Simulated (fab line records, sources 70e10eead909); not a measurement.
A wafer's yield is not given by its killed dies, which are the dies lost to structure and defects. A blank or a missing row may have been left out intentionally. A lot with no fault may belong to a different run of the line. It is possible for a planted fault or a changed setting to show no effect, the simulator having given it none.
Struck lot and sound lot, side by side | flow nand harc | 14 steps out of a route of 1159
Sound: the wafers L142.2, L142.3, L142.5. The struck wafers were L144.1, L144.5, L144.6. Last of all comes the cause.
Per side, at each step with rows, come the tool, then ch with its chambers, and then its first start. Under that, the readings that differ: sound wafers | struck wafers | difference of the means | sigmas: that difference in standard deviations of wafers without a fault.
alike: readings whose means differ by less than 2 such deviations, and words and numbers that are the same on both sides. not compared: withheld readings, readings that some wafer has no value for, bounds like >300 that may hide the same value, and numbers for which the record gives no deviation and whose values overlap.
Wherever a step has rows on one side only, a row that says differs or no value, or a row with sigmas, the two part there. Non-overlapping numbers with no deviation appear without sigmas and do not part them. A reading missing from all wafers of one side parts the sides only when that side holds two or more wafers.

NHARC_A_ZERO_WELL_INSPECT_17:
  sound on defect inspect-02, day 8 16:27; struck on defect inspect-02, day 9 04:57
  alike: raw defect count
then, 3 steps without rows for these wafers: NHARC_A_SOURCE_PLATE_PRECLEAN_00 (cleans in HF-LAST, time 60 s); NHARC_A_SOURCE_PLATE_SRD_01; NHARC_A_SOURCE_PLATE_OXIDE_02 (material SiO2, target thk 10 nm, ox time 1362 s).
NHARC_A_SOURCE_PLATE_THK_MEAS_09: measures by ellipsometry.
  sound on film metro-01, day 8 23:20; struck on film metro-01, day 9 12:29
  alike: thk nm
then, 3 steps without rows for these wafers: NHARC_A_SOURCE_PLATE_PVD_04 (deposits WSi2, target thk 50 nm); NHARC_A_SOURCE_PLATE_CVD_03 (deposits poly-Si, target thk 200 nm, time 4000 s); NHARC_A_SOURCE_PLATE_ANNEAL_05 (time 1800 s).
NHARC_A_SOURCE_PLATE_THK_MEAS_06: measures by ellipsometry.
  sound on film metro-01, day 9 13:34; struck on film metro-02, day 10 02:09
  alike: thk nm
NHARC_A_SOURCE_PLATE_INSPECT_08:
  sound on defect inspect-02, day 9 13:37; struck on defect inspect-02, day 10 02:14
  alike: raw defect count
NHARC_A_ONON_D1_DEP_00: target thk 1000 nm.
  sound on pecvd onon-02 ch 0, day 9 13:45; struck on pecvd onon-02 ch 0, day 10 02:18
  reading              | sound             | struck            | difference | sigmas
  nh3 flow sccm (sccm) | 499.1 498.4 498.9 | 501.2 502.3 504.4 | +3.8       | +2
NHARC_A_ONON_D1_THK_MEAS_02: measures by ellipsometry.
  sound on film metro-01, day 9 14:12; struck on film metro-02, day 10 02:48
  reading     | sound         | struck         | difference | sigmas
  thk nm (nm) | 999 1000 1000 | 1418 1417 1417 | +418       | +51
then, no rows for these wafers at 1 step: NHARC_A_ONON_D1_DEP_03 (target thk 1000 nm).
-- record jumps: 12 days between struck wafers' starts before vs after; left off in module A_ONON_D1, resumes in module END, first step shown is number 1159 of the route --
NHARC_END_SORT_01:
  sound on prober-01 ch 0, day 21 04:05; struck on prober-02 ch 0, day 21 19:02
  reading         | sound    | struck      | difference | sigmas
  killed at array | 40 20 34 | 672 676 673 | +642       | +70
  killed dies     | 44 25 38 | 677 677 677 | +641       | +66
  alike: killed at other, killed at periphery, killed open, killed short

WHERE THEY PART
At NHARC_A_ONON_D1_DEP_00 first; at NHARC_END_SORT_01 last (within this record only).

WHY: what had been put in by the simulator
Drift in process parameters on pecvd onon-02 at NHARC_A_ONON_D1_DEP_00, starting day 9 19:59. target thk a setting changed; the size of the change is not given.
